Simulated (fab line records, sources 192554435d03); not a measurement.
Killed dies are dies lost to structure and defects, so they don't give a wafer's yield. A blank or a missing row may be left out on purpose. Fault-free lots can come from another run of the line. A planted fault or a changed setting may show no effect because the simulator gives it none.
Chamber matching | flow n5-finfet | pecvd-04 running N5_BEOL_M3_PECVD_72: 3 sister chambers
The step deposits SiO2 from TEOS/O2, target thk 16 nm, time 18 s. 6 wafers are shown with their chamber, then 8 later ones without.

== EACH WAFER AND ITS CHAMBER ==
wafer  | chamber | throttle-valve-pct (%) | showerhead-plenum-p-Torr (Torr)
L628.3 | 0       | 22.6                   | 8.97
L628.6 | 2       | 21.4                   | 8.86
L633.1 | 1       | 24.8                   | 8.81
L633.4 | 1       | 24.7                   | 8.82
L633.5 | 2       | 21.4                   | 8.85
L635.1 | 0       | 22.8                   | 9.00

== WAFERS WHOSE CHAMBER IS MISSING ==
wafer  | throttle-valve-pct (%) | showerhead-plenum-p-Torr (Torr)
L635.2 | 24.9                   | 8.81
L635.5 | 21.3                   | 8.87
L634.1 | 24.7                   | 8.83
L634.4 | 21.6                   | 8.87
L634.6 | 24.7                   | 8.83
L640.4 | 21.7                   | 8.87
L640.5 | 22.9                   | 9.00
L640.6 | 24.7                   | 8.83

== WHICH CHAMBER EACH WENT THROUGH ==
wafer  | from the rows above | in truth
L635.2 | 1                   | 1
L635.5 | 2                   | 2
L634.1 | 1                   | 1
L634.4 | 2                   | 2
L634.6 | 1                   | 1
L640.4 | 2                   | 2
L640.5 | 0                   | 0
L640.6 | 1                   | 1
Placed correctly: 8 of 8. Can't be placed from these rows: 0. Placed wrongly: 0.
How it was worked out, from the rows above alone: a wafer's distance from a chamber is the root of the sum, over the readings, of the square of ((its reading less the chamber's mean) divided by the reading's scatter). If the next closest chamber is less than 2 further off than the closest, the wafer can't be placed; otherwise it belongs to the closest. The mean given for a chamber averages the wafers shown for that chamber. The scatter: take each reading less its chamber's mean, square it, sum over the shown wafers, divide by the number of wafers less the number of chambers, and take the root.
